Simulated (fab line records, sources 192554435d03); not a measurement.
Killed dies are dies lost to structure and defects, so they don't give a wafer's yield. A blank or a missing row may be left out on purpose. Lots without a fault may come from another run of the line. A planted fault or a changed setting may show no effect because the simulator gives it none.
Which tool did it? | flow n5_finfet | 9 lots, 27 wafers sampled, at 6 steps of a route of 1938

WHAT THE GAUGES READ, wafer by wafer
N5_SD_EPI_N_CD_MEAS_09: target cd 120 nm.
lot  | measured    | on        | cd_nm (nm)
L309 | day 3 01:17 | cd_sem-01 | 119.6 120.6 119.9
L311 | day 3 12:42 | cd_sem-03 | 120.7 121.2 121.1
L312 | day 3 17:45 | cd_sem-01 | 121.1 120.8 119.8
L314 | day 4 10:40 | cd_sem-01 | 120.3 119.8 120.0
L315 | day 4 13:45 | cd_sem-02 | 118.8 117.7 118.0
L316 | day 4 20:59 | cd_sem-01 | 120.9 120.2 121.4
L323 | day 6 14:07 | cd_sem-01 | 118.9 119.3 120.7
L330 | day 8 07:02 | cd_sem-02 | 120.9 121.6 121.0
L331 | day 8 14:52 | cd_sem-02 | 120.2 121.0 120.3

N5_BEOL_M4_RC_MEAS_101.
lot  | measured     | on        | DIBL_N (mV/V)  | DIBL_P (mV/V)  | IOFF_N (nA/um)    | IOFF_P (nA/um) | ION_N (uA/um) | ION_P (uA/um) | SS_N (mV/dec)  | SS_P (mV/dec)  | VT_N (mV)   | VT_P (mV)
L309 | day 7 20:04  | prober-02 | 37.4 35.6 36.4 | 36.9 34.9 33.6 | 0.164 0.128 0.141 | 0.21 0.19 0.17 | 676 659 662   | 456 454 449   | 72.0 71.5 71.6 | 73.4 73.0 72.7 | 247 251 254 | -252 -253 -255
L311 | day 8 07:10  | prober-01 | 34.1 36.9 33.7 | 34.5 37.5 33.5 | 0.128 0.173 0.118 | 0.17 0.22 0.15 | 666 693 665   | 456 473 452   | 72.0 71.0 71.2 | 72.5 73.4 72.2 | 252 248 255 | -252 -248 -255
L312 | day 8 18:49  | prober-02 | 34.2 36.3 33.9 | 34.1 36.7 33.6 | 0.121 0.150 0.110 | 0.15 0.18 0.14 | 653 673 649   | 451 456 448   | 71.7 72.6 71.4 | 72.7 74.0 72.3 | 254 252 255 | -259 -255 -259
L314 | day 9 12:39  | prober-02 | 38.0 36.7 37.5 | 36.8 35.3 37.1 | 0.166 0.154 0.152 | 0.23 0.22 0.23 | 681 677 670   | 471 465 465   | 71.6 70.8 72.2 | 73.6 73.0 73.3 | 250 250 252 | -248 -249 -247
L315 | day 9 12:30  | prober-01 | 36.7 35.7 34.9 | 38.2 37.7 35.4 | 0.177 0.172 0.150 | 0.22 0.22 0.18 | 677 671 657   | 454 461 447   | 70.9 71.7 71.5 | 74.5 73.8 73.5 | 250 249 252 | -250 -252 -254
L316 | day 9 17:04  | prober-02 | 38.5 37.1 36.1 | 37.3 36.6 35.6 | 0.190 0.154 0.140 | 0.25 0.24 0.23 | 671 660 665   | 466 461 467   | 72.3 72.0 71.3 | 74.0 73.3 73.6 | 248 250 250 | -244 -245 -242
L323 | day 11 04:11 | prober-02 | 34.7 35.0 34.6 | 34.2 33.5 34.1 | 0.134 0.135 0.135 | 0.21 0.19 0.20 | 668 665 664   | 469 457 463   | 71.9 71.2 70.7 | 72.6 72.5 72.9 | 251 252 251 | -248 -252 -251
L330 | day 13 06:37 | prober-02 | 31.8 32.8 35.6 | 33.0 34.9 37.3 | 0.115 0.123 0.171 | 0.18 0.21 0.24 | 667 663 681   | 461 468 471   | 70.8 71.1 71.3 | 72.4 73.2 73.8 | 256 254 249 | -250 -246 -247
L331 | day 13 15:26 | prober-02 | 34.6 35.0 37.1 | 33.6 35.3 37.7 | 0.128 0.139 0.180 | 0.19 0.21 0.25 | 664 657 682   | 462 458 465   | 70.7 71.5 71.9 | 72.0 72.9 74.1 | 253 253 247 | -247 -251 -247

WHICH TOOL RAN EACH LOT (tool, then ch and the chambers of the sampled wafers, then the start)
lot  | N5_DUMMY_GATE_ETCH_32           | N5_DUMMY_GATE_ETCH_44           | N5_SD_EPI_N_DEVELOP_08           | N5_SD_EPI_N_DESCUM_14
L309 | rie_si-06 ch 1,2,3, day 2 23:55 | rie_si-06 ch 1,2,3, day 3 00:01 | litho_track-01 ch 0, day 3 01:14 | rie_diel-06 ch 0,1,3, day 3 01:22
L311 | rie_si-06 ch 0,1,2, day 3 11:10 | rie_si-06 ch 0,1,2, day 3 11:16 | litho_track-04 ch 0, day 3 12:38 | rie_diel-03 ch 2,3, day 3 12:47
L312 | rie_si-05 ch 1,2,3, day 3 16:16 | rie_si-05 ch 1,2,3, day 3 16:20 | litho_track-04 ch 0, day 3 17:41 | rie_diel-04 ch 0,2,3, day 3 17:50
L314 | rie_si-06 ch 1,2, day 4 08:00   | rie_si-06 ch 1,2, day 4 08:05   | litho_track-04 ch 0, day 4 10:37 | rie_diel-06 ch 0,1, day 4 10:48
L315 | rie_si-06 ch 1,2,3, day 4 12:20 | rie_si-06 ch 1,2,3, day 4 12:25 | litho_track-04 ch 0, day 4 13:41 | rie_diel-06 ch 0,1,2, day 4 13:54
L316 | rie_si-06 ch 0,2,3, day 4 19:05 | rie_si-06 ch 0,2,3, day 4 19:11 | litho_track-03 ch 0, day 4 20:56 | rie_diel-04 ch 0,2,3, day 4 21:05
L323 | rie_si-06 ch 1,2, day 6 12:37   | rie_si-06 ch 1,2, day 6 12:43   | litho_track-01 ch 0, day 6 14:04 | rie_diel-06 ch 0,1, day 6 14:12
L330 | rie_si-01 ch 0,3, day 8 05:34   | rie_si-01 ch 0,3, day 8 05:39   | litho_track-03 ch 0, day 8 06:58 | rie_diel-06 ch 1,3, day 8 07:07
L331 | rie_si-05 ch 0,3, day 8 12:56   | rie_si-05 ch 0,3, day 8 13:02   | litho_track-03 ch 0, day 8 14:49 | rie_diel-03 ch 1,2,3, day 8 14:58
- N5_DUMMY_GATE_ETCH_32: etches SiO2 in CF4, target depth 3.5 nm, time 3.9 s.
- N5_DUMMY_GATE_ETCH_44: etches poly-Si in HBr/O2, stops on SiO2, target depth 127.5 nm.
- N5_SD_EPI_N_DEVELOP_08: develop time 30 s.
- N5_SD_EPI_N_DESCUM_14: chemistry O2, time 7.9 s.

WHAT THE TOOLS THEMSELVES READ (means of the sampled wafers that have a number; where no wafer has one, the mark that the record gives instead)
N5_DUMMY_GATE_ETCH_32.
lot  | tool      | drypump_motor_current_A (A) | oes_product_au (a.u.) | throttle_valve_pct (%)
L309 | rie_si-06 | 5.4                         | 1.011                 | 21.82
L311 | rie_si-06 | 5.5                         | 1.019                 | 21.83
L312 | rie_si-05 | 6.0                         | 0.980                 | 21.76
L314 | rie_si-06 | 5.3                         | 1.025                 | 21.93
L315 | rie_si-06 | 5.4                         | 1.009                 | 21.82
L316 | rie_si-06 | 5.7                         | 0.996                 | 21.71
L323 | rie_si-06 | 5.6                         | 1.004                 | 21.93
L330 | rie_si-01 | 6.0                         | 1.014                 | 21.77
L331 | rie_si-05 | 5.9                         | 1.004                 | 21.82

N5_DUMMY_GATE_ETCH_44.
lot  | tool      | drypump_motor_current_A (A) | oes_product_au (a.u.) | throttle_valve_pct (%)
L309 | rie_si-06 | 5.4                         | 0.730                 | 18.61
L311 | rie_si-06 | 5.5                         | 0.735                 | 18.61
L312 | rie_si-05 | 6.0                         | 0.730                 | 18.42
L314 | rie_si-06 | 5.2                         | 0.732                 | 18.68
L315 | rie_si-06 | 5.4                         | 0.744                 | 18.62
L316 | rie_si-06 | 5.7                         | 0.740                 | 18.56
L323 | rie_si-06 | 5.6                         | 0.734                 | 18.65
L330 | rie_si-01 | 5.9                         | 0.740                 | 18.62
L331 | rie_si-05 | 5.9                         | 0.732                 | 18.49

N5_SD_EPI_N_DESCUM_14.
lot  | tool        | drypump_motor_current_A (A) | oes_product_au (a.u.) | rf_vpp_V (V) | showerhead_plenum_p_Torr (Torr) | throttle_valve_pct (%)
L309 | rie_diel-06 | 5.6                         | 0.84                  | 241.6        | 2.05                            | 20.47
L311 | rie_diel-03 | 5.4                         | 0.69                  | 241.6        | 2.04                            | 20.48
L312 | rie_diel-04 | 5.7                         | 0.81                  | 242.0        | 2.05                            | 20.49
L314 | rie_diel-06 | 4.9                         | 0.87                  | 242.4        | 2.03                            | 20.29
L315 | rie_diel-06 | 5.1                         | 0.84                  | 240.7        | 2.01                            | 20.38
L316 | rie_diel-04 | 5.7                         | 0.80                  | 241.9        | 2.05                            | 20.50
L323 | rie_diel-06 | 4.9                         | 0.85                  | 242.4        | 2.02                            | 20.32
L330 | rie_diel-06 | 6.1                         | 0.93                  | 242.4        | 2.05                            | 20.45
L331 | rie_diel-03 | 6.0                         | 0.84                  | 242.6        | 2.08                            | 20.26

THE ANSWER, worked out from the rows above alone
Rule: what is usual is taken from the lots themselves. Put in order of their means at a reading, lots are off if they are a third of the lots or fewer, leave a main group of 4 or more, and stand apart from it by a gap of 3 or more times the standard deviation of the main group's means; of several such gaps the widest counts. A main group whose means are all the same, to the digits that the tables above print for the reading, isn't used. A lot without any number at a reading at which 4 lots or more have one is off too. The other lots that the step has rows for count as sound. The gauges are gone through in route order, then the tools' own readings, and for those a lot's mean is taken as printed above. The first step at which some lot is off is used, and at that step the reading that is off furthest; a lot without a number counts as furthest.
No lot is off at any reading shown: from this, nothing can be told.

WHAT THE SIMULATOR HAD PUT IN
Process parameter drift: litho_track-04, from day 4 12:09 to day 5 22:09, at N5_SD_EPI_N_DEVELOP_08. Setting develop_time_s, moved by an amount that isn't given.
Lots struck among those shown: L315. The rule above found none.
